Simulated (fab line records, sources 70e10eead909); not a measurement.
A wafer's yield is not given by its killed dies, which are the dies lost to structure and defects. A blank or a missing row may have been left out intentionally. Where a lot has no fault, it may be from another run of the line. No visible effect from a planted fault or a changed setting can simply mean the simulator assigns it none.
Which of the tools did it? || flow nandHarc || 12 lots (36 wafers sampled), 1 step of a 1302-step route

## WHAT EACH GAUGE READ, for each wafer
NHARC_P_BONDPAD_INSPECT_23.
{"lot": "L075", "measured": "day 6 20:29", "on": "defectInspect-02", "rawDefectCount": "328 660 630"}
{"lot": "L077", "measured": "day 7 21:16", "on": "defectInspect-02", "rawDefectCount": "245 173 172"}
{"lot": "L079", "measured": "day 8 18:08", "on": "defectInspect-01", "rawDefectCount": "342 459 460"}
{"lot": "L081", "measured": "day 9 11:50", "on": "defectInspect-01", "rawDefectCount": "357 331 342"}
{"lot": "L083", "measured": "day 10 09:13", "on": "defectInspect-02", "rawDefectCount": "311 421 251"}
{"lot": "L085", "measured": "day 11 03:56", "on": "defectInspect-02", "rawDefectCount": "215 264 308"}
{"lot": "L087", "measured": "day 12 02:45", "on": "defectInspect-02", "rawDefectCount": "189 279 253"}
{"lot": "L089", "measured": "day 12 21:31", "on": "defectInspect-01", "rawDefectCount": "592 279 366"}
{"lot": "L091", "measured": "day 14 00:02", "on": "defectInspect-02", "rawDefectCount": "233 406 325"}
{"lot": "L093", "measured": "day 14 13:26", "on": "defectInspect-02", "rawDefectCount": "513 310 273"}
{"lot": "L095", "measured": "day 15 09:22", "on": "defectInspect-01", "rawDefectCount": "464 394 596"}
{"lot": "L096", "measured": "day 16 15:10", "on": "defectInspect-02", "rawDefectCount": "496 491 354"}

## EACH LOT AND THE TOOL THAT RAN IT (in order: tool; ch and the chambers of the sampled wafers; start)
No process step before these readings appears in the record.

## THE ANSWER, worked out from the rows above alone
Rule: the lots themselves supply what counts as usual. The widest of any qualifying gaps counts: lots, ordered by their means at a reading, are off when they make up no more than a third of the lots, leave a main group of 4 or more, and stand apart from it by 3 or more times the standard deviation of that group's means. If all means in a main group match to the digits the tables above print for the reading, that group is not used. Also off: a lot with no number at a reading for which 4 or more lots have one. The other lots that the step has rows for count as sound.
Across all readings shown, no lot is off: no conclusion can be drawn from this.

## WHAT THE SIMULATOR PUT IN
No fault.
